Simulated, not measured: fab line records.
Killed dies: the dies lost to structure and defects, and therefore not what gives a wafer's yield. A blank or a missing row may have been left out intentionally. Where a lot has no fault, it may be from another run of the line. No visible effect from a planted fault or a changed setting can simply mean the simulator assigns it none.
Matching of chambers ; flow nand-harc ; NHARC_A_SGD_CUT_ETCH_58 on rie-diel-10: 4 sister chambers
The step etches the open film in CF4, target depth 39 nm, time 65 s. 8 wafers are shown with their chamber, then 9 later ones without.

EACH WAFER AND ITS CHAMBER
wafer;chamber;drypump-motor-current-A (A);oes-product-au (a.u.)
L080.4;2;5.6;0.995
L086.5;3;6.2;0.988
L088.1;0;5.5;0.982
L088.4;3;6.2;0.998
L088.6;1;5.6;1.015
L090.1;0;5.6;0.983
L090.3;1;5.6;1.006
L090.6;2;5.6;0.992

WAFERS WITH NO CHAMBER GIVEN
wafer;drypump-motor-current-A (A);oes-product-au (a.u.)
L094.1;5.6;0.999
L094.3;5.6;0.991
L094.4;5.6;1.000
L097.1;5.6;0.985
L097.2;5.6;0.995
L097.5;5.6;1.006
L095.3;5.6;0.995
L095.4;5.6;1.015
L095.6;5.6;0.981

EACH ONE'S CHAMBER
wafer;from the rows above;in truth
L094.1;can't be placed: 2 or 1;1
L094.3;can't be placed: 2 or 0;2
L094.4;can't be placed: 2 or 1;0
L097.1;can't be placed: 0 or 2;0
L097.2;2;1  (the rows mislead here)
L097.5;can't be placed: 1 or 2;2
L095.3;2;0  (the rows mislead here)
L095.4;1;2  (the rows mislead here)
L095.6;can't be placed: 0 or 2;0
Correct placement for 0 of the 9. Cannot be placed on the basis of these rows: 6; the candidates contain the true chamber in 5. Placed wrongly: 3.
How it was worked out, from the rows above alone: a wafer's distance from a chamber is the root of the sum, over the readings, of the square of ((its reading less the chamber's mean) divided by the reading's scatter). If the next closest chamber is less than 2 further off than the closest, the wafer can't be placed; otherwise it belongs to the closest. Each chamber's mean is taken over the wafers shown for it. How the scatter is found: for the shown wafers, subtract from each reading the mean of its chamber, square and add these, divide the total by (wafers less chambers), then take the root.
